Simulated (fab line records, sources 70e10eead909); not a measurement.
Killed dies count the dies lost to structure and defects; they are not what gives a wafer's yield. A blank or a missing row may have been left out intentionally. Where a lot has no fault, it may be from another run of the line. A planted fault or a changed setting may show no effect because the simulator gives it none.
fab line records    flow nandHarc
record: lots: 6  wafers: 18  lastDay: 29
route steps=1302 shown P_GATE@198 P_CONTACT@218 END@1302
lots untouched by any fault: they come from a run of this same line in which no faults occurred
startH: hours from the record's first day to the start of the lot's first wafer shown    waitH: hours from the lot's prior step to this one    " identical to the entry in the row above    L1.1+2: one row covering several wafers at once    - either no value or no given start    * or withheld: withheld    < > ~ a bound
route shown NAME@n: names a module that has steps shown in the file, with the first one's number in the route    usual: the fault-free wafers' mean and standard deviation    same: alike in all rows    chamber/n: place in a boat    sites: each site's reading    _std_site: the standard deviation of these    _edge_site: outer sites' mean less inner sites'    radiusMm: for every site, how far away it sits from the centre of the wafer    mask NAME#n: copy n    behind: the last tool/chamber to shape the wafer    hold: cause of the lot's hold/its duration in hours/its outcome    device: whichever transistor did not switch (one of n, p or np)    end of line: the tests these same wafers got at the end of their route    a step with no rows: only its recipe    killed: count of dies lost to structure and defects at first sort (not the wafer's yield)    map: per-die view of a wafer (x killed, . not killed, _ where there is no die)
set.NAME: the setting that was run; set.NAME@STEP: the one run at that earlier step    model.NAME: the simulator's own value behind a step, which no gauge read
lots at selected steps of the route; one table per step, one row per wafer
services: from which hour (startH, from the record's first day; less than 0 if before it) a tool's chamber was out of use, for how many hours, and why
== steps ==
step: NHARC_P_GATE_PEB_89
recipe: pebTempC: 118  pebTimeS: 85
step: NHARC_P_GATE_DEVELOP_90
recipe: timeS: 70
step: NHARC_P_GATE_CD_MEAS_91
recipe: targetCdNm: 2000  landingEnergyEv: 500
usual: cdNm: 2000.7/2.8
lot.wafer  tool      chamber  startH  waitH  cdNm
L740.3     cdSem-03  0        199.74  -      2003.0
L740.4     "         0        "       "      2000.7
L740.5     "         0        "       "      2000.3
L742.2     cdSem-01  0        220.16  -      1997.6
L742.3     "         0        "       "      1999.4
L742.5     "         0        "       "      1995.8
L745.1     cdSem-02  0        258.00  -      2001.4
L745.3     "         0        "       "      2004.9
L745.5     "         0        "       "      2002.3
L746.2     cdSem-02  0        258.75  -      1996.5
L746.3     "         0        "       "      1997.8
L746.6     "         0        "       "      1996.8
L748.1     cdSem-02  0        277.89  -      2004.6
L748.3     "         0        "       "      1999.4
L748.5     "         0        "       "      2001.8
L750.3     cdSem-01  0        301.79  -      2000.6
L750.5     "         0        "       "      2004.0
L750.6     "         0        "       "      2002.7
step: NHARC_P_GATE_HARDBAKE_92
recipe: tempC: 125  timeS: 80
step: NHARC_P_GATE_DESCUM_93
recipe: timeS: 3  o2FlowSccm: 200  arFlowSccm: 0  biasPowerW: 0  chemistry: O2
usual: drypumpMotorCurrentA: 5.6/0.57  oesProductAu: 0.998/0.013  rfVppV: 57.7/0.93  showerheadPlenumPTorr: 1.90/0.093  throttleValvePct: 11.312/0.0091
lot.wafer  tool        chamber  startH  waitH  drypumpMotorCurrentA  oesProductAu  rfHoursCounterH  rfVppV  showerheadPlenumPTorr  throttleValvePct
L740.3     rieDiel-03  2        199.89  -      6.5                   0.998         3                57.7    1.83                   11.324
L740.4     "           3        "       "      5.0                   1.007         3                57.9    1.81                   11.308
L740.5     "           2        "       "      6.4                   0.996         -                57.1    1.83                   11.325
L742.3     rieDiel-03  0        220.33  -      5.6                   0.998         4                57.8    1.90                   11.314
L742.2     "           2        "       "      6.4                   0.994         4                57.8    1.83                   11.288
L742.5     "           3        "       "      5.0                   1.002         -                57.5    1.81                   11.320
L745.1     rieDiel-12  0        258.18  -      6.6                   0.996         8                59.7    2.02                   11.314
L745.3     "           1        "       "      5.8                   0.997         10               56.5    1.84                   11.317
L745.5     "           2        "       "      6.1                   1.009         -                57.9    2.03                   11.310
L746.3     rieDiel-12  0        258.93  -      6.6                   0.988         8                57.5    2.02                   11.312
L746.2     "           1        "       "      5.8                   0.985         10               57.2    1.84                   11.320
L746.6     "           2        "       "      6.1                   0.996         -                58.4    2.03                   11.311
L748.1     rieDiel-12  3        278.06  -      5.7                   0.998         0                57.2    1.91                   11.311
L748.3     "           1        "       "      5.8                   0.988         0                57.6    1.84                   11.308
L748.5     "           3        "       "      5.7                   0.987         -                57.1    1.91                   11.301
L750.3     rieDiel-03  1        301.96  -      5.2                   0.998         0                59.0    1.82                   11.313
L750.6     "           0        "       "      5.5                   0.991         -                56.5    1.90                   11.313
L750.5     "           1        "       "      5.3                   0.994         -                56.7    1.82                   11.318
step: NHARC_P_GATE_IMPLANT_94
recipe: energyKev: 60  doseCm2: 2e+15  tiltDeg: 7
step: NHARC_P_GATE_STRIP_113
recipe: powerW: 1500  tempC: 110  timeS: 740  chemistry: N2/H2
step: NHARC_P_GATE_STRIP_95
recipe: powerW: 1500  tempC: 250  chemistry: O2
usual: drypumpMotorCurrentA: 5.7/0.65  heaterPowerW: 333/18
lot.wafer  tool            chamber  startH  waitH  drypumpMotorCurrentA  heaterPowerW  rfHoursCounterH
L740.3     plasmaAsher-02  0        200.99  0.4    5.9                   318           -
L740.4     "               1        "       "      5.0                   334           -
L740.5     "               1        "       "      5.0                   332           -
L742.2     plasmaAsher-02  1        221.41  0.6    5.0                   336           29
L742.3     "               0        "       "      5.9                   321           -
L742.5     "               0        "       "      5.9                   324           -
L745.1     plasmaAsher-01  0        259.34  0.5    6.5                   355           21
L745.3     "               0        "       "      6.6                   369           -
L745.5     "               0        "       "      6.6                   355           -
L746.2     plasmaAsher-02  1        260.00  0.5    5.1                   348           1
L746.3     "               1        "       "      5.0                   348           -
L746.6     "               1        "       "      5.0                   353           -
L748.1     plasmaAsher-01  0        279.14  0.6    6.5                   343           25
L748.3     "               0        "       "      6.6                   359           -
L748.5     "               1        "       "      5.1                   320           -
L750.3     plasmaAsher-02  0        303.07  0.3    5.9                   310           -
L750.5     "               1        "       "      5.0                   356           -
L750.6     "               0        "       "      5.9                   323           -
step: NHARC_P_GATE_STRIP_96
recipe: timeS: 900  tempC: 130  chemistry: SPM
step: NHARC_P_GATE_RTA_64
recipe: tempC: 1050  timeS: 1
usual: lampPowerPct: 38/4.9  wafer_temp_C_max: 1053.5/0.99
lot.wafer  tool          chamber  startH  waitH  lampPowerPct  wafer_temp_C_max
L740.3     rtpAnneal-02  0        201.61  -      33            1054.4
L740.4     "             0        "       "      33            1054.2
L740.5     "             0        "       "      33            1053.6
L742.2     rtpAnneal-01  0        222.00  -      42            1053.3
L742.3     "             0        "       "      42            1053.5
L742.5     "             0        "       "      42            1052.2
L745.1     rtpAnneal-02  0        259.90  -      33            1053.5
L745.3     "             0        "       "      33            1054.9
L745.5     "             0        "       "      33            1052.9
L746.2     rtpAnneal-01  0        260.59  -      42            1052.2
L746.3     "             0        "       "      42            1053.2
L746.6     "             0        "       "      42            1053.3
L748.1     rtpAnneal-01  0        279.70  -      42            1053.1
L748.3     "             0        "       "      42            1051.9
L748.5     "             0        "       "      42            1053.7
L750.3     rtpAnneal-01  0        303.71  -      42            1052.1
L750.5     "             0        "       "      42            1052.5
L750.6     "             0        "       "      42            1052.9
step: NHARC_P_GATE_ETCH_77
recipe: targetDepthA: 60  chemistry: dHF  material: SiO2
step: NHARC_P_GATE_DEGAS_109
recipe: tempC: 300  timeS: 60
step: NHARC_P_GATE_PRE_CLEAN_110
recipe: timeS: 30  biasV: 200  gas: Ar
lot.wafer   tool           chamber  startH  waitH
L740.4+3+5  pvdSputter-02  -        201.91  -
L742.3+2+5  pvdSputter-03  -        222.43  -
L745.1+3+5  pvdSputter-03  -        260.25  -
L746.2+3+6  pvdSputter-02  -        260.91  -
L748.3+1+5  pvdSputter-03  -        280.09  -
L750.3+6+5  pvdSputter-03  -        304.05  -
step: NHARC_P_GATE_SPUTTER_78
recipe: targetThkA: 100  material: Ni
step: NHARC_P_GATE_SPUTTER_79
recipe: targetThkA: 100  material: TiN
step: NHARC_P_GATE_RTA_80
recipe: tempC: 300  timeS: 30
usual: lampPowerPct: 2.28/0.29  wafer_temp_C_max: 301.0/0.33
lot.wafer  tool          chamber  startH  waitH  lampPowerPct  wafer_temp_C_max
L740.3     rtpAnneal-02  0        202.21  -      1.95          300.9
L740.4     "             0        "       "      1.95          301.2
L740.5     "             0        "       "      1.95          301.1
L742.2     rtpAnneal-01  0        222.70  -      2.52          300.8
L742.3     "             0        "       "      2.52          300.7
L742.5     "             0        "       "      2.52          301.2
L745.1     rtpAnneal-02  0        260.50  -      1.95          301.0
L745.3     "             0        "       "      1.94          300.6
L745.5     "             0        "       "      1.94          300.7
L746.2     rtpAnneal-02  0        261.19  -      1.95          301.7
L746.3     "             0        "       "      1.94          301.4
L746.6     "             0        "       "      1.94          301.2
L748.1     rtpAnneal-02  0        280.35  -      1.95          301.2
L748.3     "             0        "       "      1.94          301.4
L748.5     "             0        "       "      1.95          301.1
L750.3     rtpAnneal-02  0        304.34  -      1.95          300.9
L750.5     "             0        "       "      1.95          301.2
L750.6     "             0        "       "      1.95          301.9
step: NHARC_P_GATE_STRIP_67
recipe: timeS: 600  tempC: 130  chemistry: SPM
step: NHARC_P_GATE_RTA_82
recipe: tempC: 450  timeS: 30
step: NHARC_P_GATE_INSPECT_68
usual: rawDefectCount: 220/100
lot.wafer  tool              chamber  startH  waitH  hold                     rawDefectCount
L740.3     defectInspect-01  -        203.64  0.9    -                        628
L740.4     "                 -        "       "      -                        304
L740.5     "                 -        "       "      -                        386
L742.2     defectInspect-01  -        223.35  0.1    -                        308
L742.3     "                 -        "       "      -                        621
L742.5     "                 -        "       "      -                        361
L745.1     defectInspect-01  -        261.16  0.2    -                        142
L745.3     "                 -        "       "      -                        105
L745.5     "                 -        "       "      -                        141
L746.2     defectInspect-02  -        261.83  0.1    -                        274
L746.3     "                 -        "       "      -                        177
L746.6     "                 -        "       "      -                        177
L748.1     defectInspect-01  -        281.01  0.2    awaitDispo/0.2h/release  536
L748.3     "                 -        "       "      awaitDispo/0.2h/release  544
L748.5     "                 -        "       "      awaitDispo/0.2h/release  685
L748.1     defectInspect-01  -        281.18  0.2    -                        535
L748.3     "                 -        "       "      -                        545
L748.5     "                 -        "       "      -                        691
L750.3     defectInspect-02  -        304.98  0.1    awaitDispo/0.2h/release  818
L750.5     "                 -        "       "      awaitDispo/0.2h/release  720
L750.6     "                 -        "       "      awaitDispo/0.2h/release  628
L750.3     defectInspect-02  -        305.15  0.2    -                        826
L750.5     "                 -        "       "      -                        702
L750.6     "                 -        "       "      -                        627
step: NHARC_P_CONTACT_DEP_00
recipe: targetThkA: 5000  tempC: 400  pressureTorr: 6.5  rfW: 900  teosFlowSccm: 161.4  flowSccm: 2650  targetThkNm: 500  gas: O2  material: SiO2
usual: heaterPowerW: 577/77  throttleValvePct: 15.9/0.64
lot.wafer  tool      chamber  startH  waitH  heaterPowerW  throttleValvePct
L740.3     pecvd-02  1        -       -      545           16.1
L740.4     "         2        "       "      625           16.9
L740.5     "         1        "       "      568           16.2
L742.3     pecvd-03  0        -       -      472           15.9
L742.2     "         1        "       "      367           14.4
L742.5     "         0        "       "      506           15.9
L745.3     pecvd-02  1        -       -      554           15.8
L745.1     "         0        "       "      506           16.2
L745.5     "         0        "       "      545           16.3
L746.3     pecvd-04  1        -       -      662           16.0
L746.2     "         0        "       "      611           15.9
L746.6     "         0        "       "      651           15.7
L748.3     pecvd-03  0        -       -      562           16.3
L748.1     "         1        "       "      416           14.5
L748.5     "         1        "       "      434           14.6
L750.3     pecvd-03  0        -       -      518           16.1
L750.6     "         0        "       "      566           15.7
L750.5     "         2        "       "      647           15.8
step: NHARC_P_CONTACT_CMP_01
recipe: targetThkNm: 200  material: SiO2
step: NHARC_P_CONTACT_SRD_03
step: NHARC_P_CONTACT_DEHYDRATE_04
recipe: tempC: 150  timeS: 120
step: NHARC_P_CONTACT_HMDS_05
recipe: timeS: 30
step: NHARC_P_CONTACT_COAT_33
recipe: tempC: 260  timeS: 75
step: NHARC_P_CONTACT_COAT_34
recipe: tempC: 225  timeS: 65
step: NHARC_P_CONTACT_COAT_06
recipe: spinRpm: 1500  resistThkNm: 90
step: NHARC_P_CONTACT_SOFTBAKE_07
recipe: tempC: 105  timeS: 55
step: NHARC_P_CONTACT_EBR_08
step: NHARC_P_CONTACT_EXPOSE_09
recipe: na: 1.35  targetCdNm: 90  doseMj: 81.26  maskId: P_CA
step: NHARC_P_CONTACT_PEB_10
recipe: pebTempC: 100  pebTimeS: 65
step: NHARC_P_CONTACT_DEVELOP_11
recipe: developTimeS: 35  devTempC: 23
step: NHARC_P_CONTACT_CD_MEAS_12
recipe: targetCdNm: 90  landingEnergyEv: 500
usual: cdNm: 89.8/0.94
lot.wafer  tool      chamber  startH  waitH  cdNm
L740.3     cdSem-02  0        205.26  -      89.9
L740.4     "         0        "       "      89.4
L740.5     "         0        "       "      89.6
L742.2     cdSem-01  0        224.96  -      90.6
L742.3     "         0        "       "      90.4
L742.5     "         0        "       "      90.2
L745.1     cdSem-03  0        262.65  -      89.1
L745.3     "         0        "       "      89.3
L745.5     "         0        "       "      88.6
L746.2     cdSem-02  0        263.55  -      88.9
L746.3     "         0        "       "      90.0
L746.6     "         0        "       "      88.2
L748.1     cdSem-03  0        284.64  -      89.2
L748.3     "         0        "       "      88.5
L748.5     "         0        "       "      89.7
L750.3     cdSem-02  0        308.20  -      91.5
L750.5     "         0        "       "      91.2
L750.6     "         0        "       "      90.4
step: NHARC_P_CONTACT_OVL_MEAS_13
usual: overlayXNm: -0.2/0.73  overlayYNm: -0.1/0.72
lot.wafer  tool        chamber  startH  waitH  overlayXNm  overlayYNm
L740.3     overlay-02  -        205.34  -      -0.4        -1.0
L740.4     "           -        "       "      -0.8        -0.6
L740.5     "           -        "       "      -1.0        -0.8
L742.2     overlay-02  -        225.04  -      -1.2        -0.6
L742.3     "           -        "       "      -1.1        -1.1
L742.5     "           -        "       "      -0.8        -0.6
L745.1     overlay-01  -        262.74  -      -0.6        -0.5
L745.3     "           -        "       "      -0.7        -0.4
L745.5     "           -        "       "      -0.5        -0.5
L746.2     overlay-01  -        263.63  -      0.7         -0.4
L746.3     "           -        "       "      0.7         -0.4
L746.6     "           -        "       "      0.4         -0.2
L748.1     overlay-02  -        284.72  -      -1.6        0.0
L748.3     "           -        "       "      -0.9        -0.1
L748.5     "           -        "       "      -1.3        -0.2
L750.3     overlay-02  -        308.28  -      -0.6        0.7
L750.5     "           -        "       "      0.5         1.4
L750.6     "           -        "       "      0.0         0.3
step: NHARC_END_SORT_01
recipe: tempC: 25
usual: defectLimitedYield: 91.6/2.4  killedAtArray: 52/16  killedAtOther: 0.8/0.98  killedAtPeriphery: 4.2/2.9  killedDies: 57/16  killedOpen: 3.3/1.9  killedShort: 2.5/1.5  sort_bin_2_pct: 3.0/1  sort_bin_3_pct: 0.6/0.31  sort_bin_4_pct: 4.8/1.5  sortNPass: 620/16  sortRimYieldPct: 90/4.1  sortYieldPct: 91.6/2.4
same: grossDies: 677  sort_bin_5_pct[%]: 0  sort_bin_6_pct[%]: 0  sort_bin_7_pct[%]: 0  sort_bin_8_pct[%]: 0  sortRimNGross: 106.00
lot.wafer  tool       chamber  startH  waitH  defectLimitedYield[%]  killedAtArray  killedAtOther  killedAtPeriphery  killedDies  killedOpen  killedShort  sort_bin_2_pct[%]  sort_bin_3_pct[%]  sort_bin_4_pct[%]  sortNPass  sortRimYieldPct[%]  sortYieldPct[%]
L740.3     prober-02  0        641.67  3.1    91.9                   54             1              0                  55          3           3            4.0                0.6                3.5                622        89                  91.9
L740.4     prober-02  0        642.47  3.4    90.7                   59             3              1                  63          2           1            4.4                0.9                4.0                614        91                  90.7
L740.5     prober-02  0        643.26  3.7    91.7                   52             2              2                  56          3           3            4.4                1.0                2.8                621        91                  91.7
killed by level:class
L740.3 A_CHANNEL_HOLE_D1:chamberFilmFlake=32 A_CHANNEL_HOLE_D2:chamberFilmFlake=9 A_STAIRCASE:chamberFilmFlake=4 A_CHANNEL_FILL_D1:chamberFilmFlake=2 A_WL_FILL:chamberFilmFlake=2 A_CHANNEL_HOLE_D1:geometricParticle:short=1 A_CHANNEL_FILL_D1:geometricParticle:open=1 A_CHANNEL_HOLE_D2:geometricParticle:short=1
L740.4 A_CHANNEL_HOLE_D2:chamberFilmFlake=24 A_CHANNEL_HOLE_D1:chamberFilmFlake=23 A_STAIRCASE:chamberFilmFlake=4 THIN_TSV:chamberFilmFlake=3 A_WL_FILL:chamberFilmFlake=2 A_CHANNEL_FILL_D1:geometricParticle:short=1 A_ONON_D2:geometricParticle:open=1 A_M1:geometricParticle:open=1
L740.5 A_CHANNEL_HOLE_D1:chamberFilmFlake=28 A_CHANNEL_HOLE_D2:chamberFilmFlake=13 A_STAIRCASE:chamberFilmFlake=3 A_ONON_D1:geometricParticle:open=2 A_WL_FILL:geometricParticle:short=2 A_ZERO_WELL:chamberFilmFlake=2 THIN_TSV:chamberFilmFlake=2 P_GATE:geometricParticle:open=1
== services ==
tool            chamber  startH  hours  kind
pecvd-03        -        185.00  13.0   pm
pecvd-03        0        185.00  13.0   ventCycle
pecvd-03        1        185.00  13.0   ventCycle
pecvd-03        2        185.00  13.0   ventCycle
rieDiel-03      0        186.80  -      clean
rieDiel-03      1        186.80  -      clean
pvdSputter-03   -        209.34  10.0   pm
pecvd-02        -        227.03  13.0   pm
rieDiel-12      3        236.02  4.3    repair
plasmaAsher-02  -        249.36  9.0    pm
plasmaAsher-02  0        249.36  9.0    ventCycle
plasmaAsher-02  1        249.36  9.0    ventCycle
pecvd-02        0        252.26  7.8    repair
plasmaAsher-02  0        258.36  -      clean
plasmaAsher-02  1        258.36  -      clean
pecvd-03        -        261.61  1.1    repair
rieDiel-03      0        265.73  15.7   repair
rieDiel-12      2        266.34  1.9    repair
rieDiel-12      -        268.40  9.0    pm
pecvd-04        -        269.00  13.0   pm
rieDiel-03      2        277.80  8.3    repair
rieDiel-03      -        281.30  9.0    pm
pvdSputter-02   -        282.06  10.0   pm
plasmaAsher-02  -        290.74  4.1    repair
== key ==
firstSign: step: NHARC_P_GATE_INSPECT_68  reading: visit  direction: added
effect: step: NHARC_P_GATE_INSPECT_68  reading: rawDefectCount  direction: up  sigmas: 4.3  usual: 220  struck: 655
metAt NHARC_P_GATE_PRE_CLEAN_110
struckWafers L748.1,L748.3,L748.5,L750.3,L750.5,L750.6
scrappedBehind NHARC_P_CONTACT_INSPECT_14 L748.1,L748.3,L748.5,L750.3,L750.5,L750.6
onsetBetween 260.25 280.09
alsoFits time
fault: kind: chamberParticleSource  tool: pvdSputter-03  chamber: -  onsetH: 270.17  steps: NHARC_P_GATE_PRE_CLEAN_110  ratePerVisitCm2: 0.71441  endH: 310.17
